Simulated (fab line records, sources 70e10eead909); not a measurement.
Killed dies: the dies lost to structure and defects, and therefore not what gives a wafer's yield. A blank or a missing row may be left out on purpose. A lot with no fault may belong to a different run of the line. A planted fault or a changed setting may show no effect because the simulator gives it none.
Which of the tools did it? | flow nand harc | 36 wafers from 12 lots sampled at 4 of the route's 1302 steps

WHAT EACH GAUGE READ, for each wafer
The record lacks any reading of a measuring or inspecting step that a usual standard deviation could be used to judge.

EACH LOT AND THE TOOL THAT RAN IT (in order: tool; ch and the chambers of the sampled wafers; start)
lot  | NHARC_A_CHANNEL_HOLE_D2_ETCH_27  | NHARC_A_CHANNEL_FILL_D2_ALD_02   | NHARC_A_CHANNEL_FILL_D2_ALD_16   | NHARC_A_CHANNEL_FILL_D2_STRIP_28
L208 | har etch-02 ch 0,1, day 14 14:01 | ald hk-01 ch 0,3, day 14 15:58   | ald hk-01 ch 0,1,3, day 15 06:34 | rie diel-03 ch 0,1,2, day 15 21:38
L209 | har etch-01 ch 0,1, day 14 20:55 | ald hk-03 ch 0,2, day 15 00:53   | ald hk-02 ch 1,3, day 15 13:05   | rie diel-01 ch 0,1,2, day 16 00:41
L210 | har etch-02 ch 0,1, day 15 07:20 | ald hk-01 ch 0,2, day 15 09:22   | ald hk-02 ch 1,2, day 15 19:03   | rie diel-01 ch 0,2, day 16 07:14
L212 | har etch-02 ch 0,1, day 16 01:04 | ald hk-01 ch 1,2,3, day 16 03:01 | ald hk-02 ch 1,2,3, day 16 18:13 | rie diel-01 ch 0,1,3, day 17 08:19
L217 | har etch-01 ch 0,1, day 18 02:40 | ald hk-03 ch 0,1, day 18 04:32   | ald hk-02 ch 0,1, day 18 17:14   | rie diel-01 ch 0,1,2, day 19 05:05
L216 | har etch-02 ch 0,1, day 18 03:26 | ald hk-02 ch 0,1, day 18 05:22   | ald hk-02 ch 1,2,3, day 18 17:05 | rie diel-04 ch 0,1,3, day 19 05:31
L218 | har etch-01 ch 0,1, day 18 14:53 | ald hk-02 ch 0,1,3, day 18 17:37 | ald hk-03 ch 0,2,3, day 19 05:39 | rie diel-01 ch 0,3, day 19 17:10
L220 | har etch-02 ch 0,1, day 19 08:01 | ald hk-03 ch 0,3, day 19 11:35   | ald hk-01 ch 0,1,3, day 19 23:55 | rie diel-03 ch 0,1,3, day 20 12:07
L219 | har etch-01 ch 0,1, day 19 09:56 | ald hk-03 ch 2,3, day 19 12:55   | ald hk-02 ch 2,3, day 19 23:53   | rie diel-01 ch 0,1,2, day 20 12:07
L224 | har etch-02 ch 0,1, day 21 01:04 | ald hk-01 ch 1,2, day 21 04:00   | ald hk-02 ch 0,1,3, day 21 16:14 | rie diel-01 ch 1,2,3, day 22 03:47
L225 | har etch-01 ch 0,1, day 21 14:40 | ald hk-02 ch 0,1,2, day 21 16:35 | ald hk-02 ch 0,1,3, day 22 04:49 | rie diel-03 ch 0,1,2, day 22 16:17
L229 | har etch-02 ch 0,1, day 22 21:31 | ald hk-03 ch 0,2,3, day 22 23:53 | ald hk-03 ch 0,1,2, day 23 11:50 | rie diel-01 ch 0,1,3, day 23 23:59
- NHARC_A_CHANNEL_HOLE_D2_ETCH_27: etches the open film in C4F8/O2/Ar, time 90 s, target depth 400 nm.
- NHARC_A_CHANNEL_FILL_D2_ALD_02: deposits SiO2, target thk 6 nm, pulse time 10 s, ald cycles 60.
- NHARC_A_CHANNEL_FILL_D2_ALD_16: deposits SiO2, target thk 1.5 nm, pulse time 10 s, ald cycles 15.
- NHARC_A_CHANNEL_FILL_D2_STRIP_28: strips in O2, time 20 s.

AS READ BY THE TOOLS THEMSELVES (means over the sampled wafers that have a number; for cases with no such wafer, the mark the record gives instead)
NHARC_A_CHANNEL_HOLE_D2_ETCH_27. Usual: bias v 400 V, standard deviation 4; c4f8 flow sccm 41.70 sccm, standard deviation 0.12; drypump motor current A 5.6 A, standard deviation 0.57; rf fwd power W 1989 W, standard deviation 6.2; showerhead plenum p Torr 3.65 Torr, standard deviation 0.16; throttle valve pct 27.620 %, standard deviation 0.0092.
lot  | tool        | bias v (V) | c4f8 flow sccm (sccm) | drypump motor current A (A) | rf fwd power W (W) | showerhead plenum p Torr (Torr) | throttle valve pct (%) | flag
L208 | har etch-02 | 400        | 41.58                 | 6.3                         | 1989               | 3.73                            | 27.618                 |
L209 | har etch-01 | 398        | 41.71                 | 5.1                         | 2000               | 3.54                            | 27.613                 |
L210 | har etch-02 | 399        | 41.72                 | 6.1                         | 1987               | 3.67                            | 27.620                 |
L212 | har etch-02 | 401        | 41.71                 | 6.1                         | 1988               | 3.67                            | 27.626                 |
L217 | har etch-01 | 397        | 41.74                 | 5.1                         | 1992               | 3.51                            | 27.617                 |
L216 | har etch-02 | 399        | 41.75                 | 6.3                         | 1982               | 3.83                            | 27.623                 |
L218 | har etch-01 | 402        | 41.87                 | 5.1                         | 1993               | 3.51                            | 27.607                 |
L220 | har etch-02 | 402        | 41.72                 | 6.1                         | 1989               | 3.89                            | 27.612                 |
L219 | har etch-01 | 401        | 41.58                 | 5.1                         | 1992               | 3.50                            | 27.604                 |
L224 | har etch-02 | 405        | 41.70                 | 6.3                         | 1993               | 3.80                            | 27.625                 |
L225 | har etch-01 | 400        | 41.56                 | 5.1                         | 1986               | 3.48                            | 27.619                 |
L229 | har etch-02 | 398        | 41.58                 | 6.1                         | 1985               | 3.86                            | 27.621                 |

NHARC_A_CHANNEL_FILL_D2_ALD_02. Usual: heater power w 489 W, standard deviation 66; precursor pulse height rel 1.004, standard deviation 0.019.
lot  | tool      | heater power w (W) | precursor pulse height rel | flag
L208 | ald hk-01 | 553                | 1.020                      |
L209 | ald hk-03 | 507                | 1.000                      |
L210 | ald hk-01 | 568                | 0.983                      |
L212 | ald hk-01 | 517                | 1.025                      |
L217 | ald hk-03 | 508                | 1.003                      |
L216 | ald hk-02 | 430                | 1.005                      |
L218 | ald hk-02 | 470                | 0.978                      |
L220 | ald hk-03 | 418                | 0.992                      |
L219 | ald hk-03 | 493                | 0.997                      |
L224 | ald hk-01 | 491                | 0.990                      |
L225 | ald hk-02 | 432                | 0.990                      |
L229 | ald hk-03 | 480                | 0.997                      |

NHARC_A_CHANNEL_FILL_D2_ALD_16. Usual: heater power w 488 W, standard deviation 67; precursor pulse height rel 0.998, standard deviation 0.02.
lot  | tool      | heater power w (W) | precursor pulse height rel | flag
L208 | ald hk-01 | 557                | 1.004                      |
L209 | ald hk-02 | 448                | 1.006                      |
L210 | ald hk-02 | 414                | 0.992                      |
L212 | ald hk-02 | 444                | 0.994                      |
L217 | ald hk-02 | 434                | 0.983                      |
L216 | ald hk-02 | 445                | 1.004                      |
L218 | ald hk-03 | 478                | 1.014                      |
L220 | ald hk-01 | 562                | 1.015                      |
L219 | ald hk-02 | 437                | 0.985                      |
L224 | ald hk-02 | 470                | 1.003                      |
L225 | ald hk-02 | 468                | 0.987                      |
L229 | ald hk-03 | 534                | 1.002                      |

NHARC_A_CHANNEL_FILL_D2_STRIP_28. Usual: drypump motor current A 5.7 A, standard deviation 0.41; oes product au 0.999 a.u., standard deviation 0.0075; rf vpp V 57.8 V, standard deviation 0.92; showerhead plenum p Torr 3.53 Torr, standard deviation 0.15; throttle valve pct 17.037 %, standard deviation 0.009.
lot  | tool        | drypump motor current A (A) | oes product au (a.u.) | rf vpp V (V) | showerhead plenum p Torr (Torr) | throttle valve pct (%) | flag
L208 | rie diel-03 | 6.0                         | 0.999                 | 57.6         | 3.48                            | 17.036                 |
L209 | rie diel-01 | 5.4                         | 0.993                 | 57.5         | 3.50                            | 17.038                 |
L210 | rie diel-01 | 5.4                         | 0.997                 | 57.4         | 3.55                            | 17.040                 |
L212 | rie diel-01 | 5.5                         | 0.997                 | 58.0         | 3.60                            | 17.042                 |
L217 | rie diel-01 | 5.4                         | 0.995                 | 57.9         | 3.49                            | 17.041                 |
L216 | rie diel-04 | 5.6                         | 0.987                 | 57.3         | 3.58                            | 17.039                 |
L218 | rie diel-01 | 5.9                         | 0.999                 | 57.1         | 3.67                            | 17.033                 |
L220 | rie diel-03 | 5.8                         | 0.998                 | 58.1         | 3.45                            | 17.040                 |
L219 | rie diel-01 | 5.4                         | 0.997                 | 57.7         | 3.49                            | 17.039                 |
L224 | rie diel-01 | 5.6                         | 1.000                 | 57.9         | 3.51                            | 17.033                 |
L225 | rie diel-03 | 5.9                         | 1.008                 | 56.8         | 3.47                            | 17.039                 |
L229 | rie diel-01 | 5.5                         | 0.998                 | 56.9         | 3.60                            | 17.043                 |

THE ANSWER, worked out from the rows above alone
Rule: a lot is off if the mean of its wafers that have a number lies more than 3 standard deviations from the usual mean. A lot without any number at a reading at which 4 lots or more have one is off too. Where the step has rows for the other lots, those lots are counted as sound. Order of review: gauges by route order, followed by the tools' own readings, for which a lot's mean as printed above is used. The first step at which some lot is off is used, and at that step the reading that is off furthest; a lot without a number counts as furthest.
No lot is off on any of the readings shown, so nothing can be concluded from this.

WHAT HAD BEEN PUT IN BY THE SIMULATOR
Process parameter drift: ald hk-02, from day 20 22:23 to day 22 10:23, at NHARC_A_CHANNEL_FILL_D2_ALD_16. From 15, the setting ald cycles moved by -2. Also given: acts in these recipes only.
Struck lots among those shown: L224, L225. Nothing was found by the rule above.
